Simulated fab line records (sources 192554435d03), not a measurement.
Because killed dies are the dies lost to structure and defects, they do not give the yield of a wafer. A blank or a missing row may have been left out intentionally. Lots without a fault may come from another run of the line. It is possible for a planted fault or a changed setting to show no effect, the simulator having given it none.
A lot that was struck, set against a sound lot | flow n5_finfet | 15 out of 1938 route steps
Sound: the wafers L134.2, L134.3, L134.5. Struck: wafers L144.3, L144.4, L144.6. At the end, the cause is stated.
Order at every step that has rows: each side's tool, ch and its chambers, its first start. Under that, the readings that differ: sound wafers | struck wafers | difference of the means | sigmas: that difference in standard deviations of wafers without a fault.
alike: readings with means less than 2 such deviations apart, plus words and numbers identical on both sides. not compared: withheld readings, readings lacking a value on some wafer, bounds such as >300 that could conceal the same value, and numbers that have no deviation in the record and whose values overlap.
A row with sigmas, a row that says differs or no value, or rows on one side alone: a step with any of these is where the two part. When numbers do not overlap yet have no deviation, they are printed without sigmas and do not part them. Lack of a reading on every wafer of one side parts them only where that side has two or more wafers.

first, 1 step without rows for these wafers: N5_BEOL_M13_HARDBAKE_14 (time 120 s).
N5_BEOL_M13_CD_MEAS_10 targets a cd of 190 nm.
  sound on cd_sem-02 ch 0, day 13 09:47; struck on cd_sem-01 ch 0, day 16 11:28
  reading    | sound             | struck            | difference | sigmas
  cd_nm (nm) | 188.1 188.7 188.6 | 193.1 191.3 192.7 | +3.9       | +2
N5_BEOL_M13_OVL_MEAS_11:
  sound on overlay-02 ch 0, day 13 09:48; struck on overlay-02 ch 0, day 16 11:29
  alike: V12_OVL
N5_BEOL_M13_INSPECT_12: inspects for defects (macro).
  sound on defect_inspect-01 at day 13 09:50; struck on defect_inspect-01 at day 16 11:31
  alike: raw_defect_count
N5_BEOL_M13_DESCUM_15: chemistry O2, time 7.9 s.
  sound on rie_diel-06 ch 0,1,2, day 13 09:58; struck on rie_diel-06 ch 0,1, day 16 12:16
  alike: drypump_motor_current_A, oes_product_au, rf_vpp_V, showerhead_plenum_p_Torr, throttle_valve_pct
  not compared: rf_hours_counter_h
N5_BEOL_M13_ETCH_59: etches BARC in N2/H2, target depth 89 nm, overetch 26.7 nm, time 67.9 s.
  sound on rie_diel-06 ch 0,1,2, day 13 10:00; struck on rie_diel-06 ch 0,1, day 16 12:19
  alike: bias_w, drypump_motor_current_A, oes_product_au, rf_vpp_V, showerhead_plenum_p_Torr, throttle_valve_pct
  not compared: rf_hours_counter_h
N5_BEOL_M13_VIA_ETCH_16: etches SiOC in C4F8/O2/Ar, target depth 921.7 nm.
  sound on rie_diel-06 ch 0,1,2, day 13 10:03; struck on rie_diel-06 ch 0,1, day 16 12:22
  alike: C4F8_flow_sccm, bias_w, drypump_motor_current_A, he_inner_torr, oes_product_au, rf_vpp_V, showerhead_plenum_p_Torr, throttle_valve_pct
N5_BEOL_M13_STRIP_63: strips in N2/H2.
  sound on plasma_asher-01 ch 0,1, day 13 10:17; struck on plasma_asher-01 ch 0,1, day 16 12:37
  alike: drypump_motor_current_A, heater_power_w, oes_product_au, strip_time_to_endpoint_s
  not compared: rf_hours_counter_h
N5_BEOL_M13_STRIP_64: strips in N2/H2.
  sound on plasma_asher-01 ch 0,1, day 13 10:20; struck on plasma_asher-01 ch 0,1, day 16 12:41
  alike: drypump_motor_current_A, heater_power_w, oes_product_au, strip_time_to_endpoint_s
  not compared: rf_hours_counter_h
then, 2 steps without rows for these wafers: N5_BEOL_M13_STRIP_71 (strips in post etch residue remover, time 60 s); N5_BEOL_M13_SRD_72 (time 30 s, dry time 30 s).
N5_BEOL_M13_CD_MEAS_17 targets a cd of 190 nm.
  sound on cd_sem-01 at day 13 10:29; struck on cd_sem-02 at day 16 12:49
  reading    | sound             | struck            | difference | sigmas
  cd_nm (nm) | 188.6 189.6 188.9 | 193.8 192.5 194.6 | +4.6       | +2
N5_BEOL_M13_COAT_65: time 60 s, resist thk 350 nm.
  sound on litho_track-01 ch 0, day 13 10:32; struck on litho_track-01 ch 0, day 16 12:50
  reading                                   | sound                | struck               | difference | sigmas
  spin_speed_rpm (rpm)                      | 1499.4 1498.8 1500.2 | 1380.7 1381.2 1381.7 | -118.3     | -99 or more
  model.SOC_of_BEOL_M13_COAT_65.thk_nm (nm) | 348.8 348.4 348.6    | 365.6 365.2 365      | +16.7      |
then, 1 step without rows for these wafers: N5_BEOL_M13_COAT_66 (time 60 s, resist thk 110 nm).
N5_PASSIVATION_PROBE_49:
  sound on prober-01 at day 15 00:37; struck on prober-02 at day 17 23:14
  alike: defect_limited_yield, killed_at_M0_to_M3, killed_at_M4_up, killed_at_contacts, killed_at_front_end, killed_at_other, killed_dies, killed_open, killed_short, sort_bin_5_function, sort_bin_6_memory, sort_n_pass, sort_yield_pct

WHERE THEY PART
First at N5_BEOL_M13_CD_MEAS_10; last, within this record, at N5_BEOL_M13_COAT_65. Later steps at which nothing parts them and some readings are alike: N5_PASSIVATION_PROBE_49.

WHY: the cause the simulator had injected
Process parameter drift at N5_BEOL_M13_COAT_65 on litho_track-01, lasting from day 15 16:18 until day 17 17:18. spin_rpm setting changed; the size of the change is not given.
